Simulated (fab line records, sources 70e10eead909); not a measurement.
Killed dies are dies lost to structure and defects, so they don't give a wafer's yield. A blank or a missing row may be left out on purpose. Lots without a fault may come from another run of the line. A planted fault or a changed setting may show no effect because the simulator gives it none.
Chamber matching | flow nand_harc | NHARC_A_SLIT_DEP_23 on pecvd-01: 3 sister chambers
The step deposits SiON, target thk 100 nm. 3 wafers are shown with their chamber, then 10 later ones without.

WAFERS WITH THEIR CHAMBER
wafer  | chamber | heater_power_outer_w (W)
L089.4 | 2       | 396
L091.1 | 0       | 426
L091.2 | 1       | 476

WAFERS WITHOUT THEIR CHAMBER
wafer  | heater_power_outer_w (W)
L091.4 | 468
L088.2 | 452
L088.5 | 454
L088.6 | 346
L092.1 | 496
L092.2 | 445
L092.3 | 380
L094.3 | 503
L094.5 | 373
L094.6 | 315

WHICH CHAMBER EACH WENT THROUGH
wafer  | from the rows above          | in truth
L091.4 | can't be placed: 1 or 0 or 2 | 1
L088.2 | can't be placed: 1 or 0 or 2 | 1
L088.5 | can't be placed: 1 or 0 or 2 | 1
L088.6 | can't be placed: 2 or 0      | 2
L092.1 | can't be placed: 1 or 0      | 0
L092.2 | can't be placed: 0 or 1 or 2 | 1
L092.3 | can't be placed: 2 or 0      | 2
L094.3 | can't be placed: 1 or 0      | 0
L094.5 | can't be placed: 2 or 0      | 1
L094.6 | can't be placed: 2 or 0      | 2
Placed correctly: 0 of 10. Can't be placed from these rows: 10 (the true chamber is among the candidates in 9). Placed wrongly: 0.
How it was worked out, from the rows above alone: a wafer's distance from a chamber is the root of the sum, over the readings, of the square of ((its reading less the chamber's mean) divided by the reading's scatter). The wafer belongs to the nearest chamber; if the next one is less than 2 further off, it can't be placed. A chamber's mean is the mean of its shown wafers. The scatter: with one shown wafer a chamber, the root of the mean of the squares of how far each hidden wafer lies from its nearest shown one.
